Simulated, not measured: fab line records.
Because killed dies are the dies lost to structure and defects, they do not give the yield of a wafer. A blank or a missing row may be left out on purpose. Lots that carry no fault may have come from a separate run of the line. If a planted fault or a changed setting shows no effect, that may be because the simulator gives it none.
8D (eight disciplines) problem report, filled in by code	flow n5 finfet	the parts of the form that need people (team, actions taken, sign-off) are left out

== 1. THE ISSUE ==
COMB_M1 at N5_BEOL_M4_RC_MEAS_101 reads a mean of 4.9e-10 S/m on 4 wafers of 3 lots; wafers without a fault read 5.7e-11 S/m with a standard deviation of 1e-11. That puts it +43 standard deviations away from the usual mean.
First observed at day 15 03:25: wafer L406.2, on prober-02. The record holds 22 wafers of 8 lots with a number at this step. The rule behind "out" and "out of limits": a value lying over 4 standard deviations away from the usual mean. The rest of the wafers with a number are treated as sound.

== 2. WHAT IT IS AND WHAT IT IS NOT ==
question	is	is not
which readings at this step	COMB_M1, CHAIN_V0, CHAIN_V0_max_site, COMB_M1_max_site	DIBL_N, DIBL_P, ION_P, SS_P
which lots	L406, L408, L409	L389, L390, L391, L395, L404
which wafers of those lots	L406.2, L406.4, L408.4, L409.2	L406.1, L408.3, L409.5
read on which gauges	prober-01, prober-02	-
when	from day 15 03:25	up to then (16 sound wafers); but 2 sound wafers of L408, L409 came after
where on the wafer (9 sites)	all sites	-

== 3. SUSPECTS, AND WHAT RULES EACH OUT ==
Counting: if a tool at a process step up to the reading ran every lot that is out, it stays a suspect. Sound lots after the first of them don't rule it out here, since some wafers of a struck lot are sound.
- the gauge at N5_BEOL_M4_RC_MEAS_101 has been ruled out. 2 gauges (prober-01, prober-02) read the wafers that are out.
- ald metal-02 at N5_BEOL_M1_ALD_84 (deposits TaN, pulse time 2 s, purge time 3 s, co reactant purge time 2 s): kept. It ran every lot that is out, first L406 (day 10 22:41); its last sound lot up to then is L404 (day 10 17:01).
- pvd sputter-03 at N5_BEOL_M1_SPUTTER_48 (material Cu, target thk 4.5 nm, time 8.29 s): kept. It ran every lot that is out, first L406 (day 10 23:16); its last sound lot up to then is L404 (day 10 17:28).
- pvd sputter-03 at N5_BEOL_M1_SPUTTER_79 (material Cu, target thk 4.5 nm, time 8.29 s): kept. It ran every lot that is out, first L406 (day 10 23:29); its last sound lot up to then is L404 (day 10 17:41).
ald metal-02 at N5_BEOL_M1_ALD_84, pvd sputter-03 at N5_BEOL_M1_SPUTTER_48 and pvd sputter-03 at N5_BEOL_M1_SPUTTER_79 are what is left after counting.

== 4. THE CAUSE (what the simulator had put in) ==
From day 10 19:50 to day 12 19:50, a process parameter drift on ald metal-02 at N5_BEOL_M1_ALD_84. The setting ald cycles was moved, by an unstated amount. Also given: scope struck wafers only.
This tool is one of the 3 suspects left after counting.

== 5. THE CHAIN OF EFFECTS, in route order ==
One row per reading whose mean, taken over the struck wafers that have a number, lies over 3 standard deviations from the usual. Only readings whose record carries a usual standard deviation are examined. hours: median over the lots of the time between each lot's start at the first step of this table that gives one and its start at this step. sigmas: the change, counted in usual standard deviations.
hours	step	reading	usual	on struck wafers	change	sigmas
0	N5_BEOL_M4_RC_MEAS_101	CHAIN_V0	234 ohm/link	156	-78	-7.8
0	N5_BEOL_M4_RC_MEAS_101	CHAIN_V0_max_site	243 ohm/link	161	-82	-7.5
0	N5_BEOL_M4_RC_MEAS_101	COMB_M1	5.7e-11 S/m	4.9e-10	+4.3e-10	+43
0	N5_BEOL_M4_RC_MEAS_101	COMB_M1_max_site	8.2e-11 S/m	7.9e-10	+7.1e-10	+35
122	N5_PASSIVATION_PROBE_49	defect limited yield	90.9 %	70.9	-20.0	-14
122	N5_PASSIVATION_PROBE_49	killed_at_M0_to_M3	38	274	+236	+21
122	N5_PASSIVATION_PROBE_49	killed dies	107	344	+236	+15
122	N5_PASSIVATION_PROBE_49	killed on rim	14	45	+31	+8.7
122	N5_PASSIVATION_PROBE_49	sort_bin_4_leakage	0.00 %	20.23	+20.23	+99 or more
122	N5_PASSIVATION_PROBE_49	sort n pass	1073	836	-236	-15
122	N5_PASSIVATION_PROBE_49	sort yield pct	90.9 %	70.9	-20.0	-14
It contains these process steps:
- N5_PASSIVATION_PROBE_49
Readings that are blank on the struck wafers while sound wafers have them: susceptor temp C at N5_BEOL_M1_ALD_84.

== 6. HOW IT WOULD HAVE BEEN CAUGHT EARLIER ==
The first out-of-limits reading at a measuring or inspecting step in this record came at day 15 03:25, 104 hours after the fault's start at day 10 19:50.
Lots out: 3; all had begun N5_BEOL_M1_ALD_84 on ald metal-02 by day 15 03:25. Tool hold at that time: it would have spared none of them.
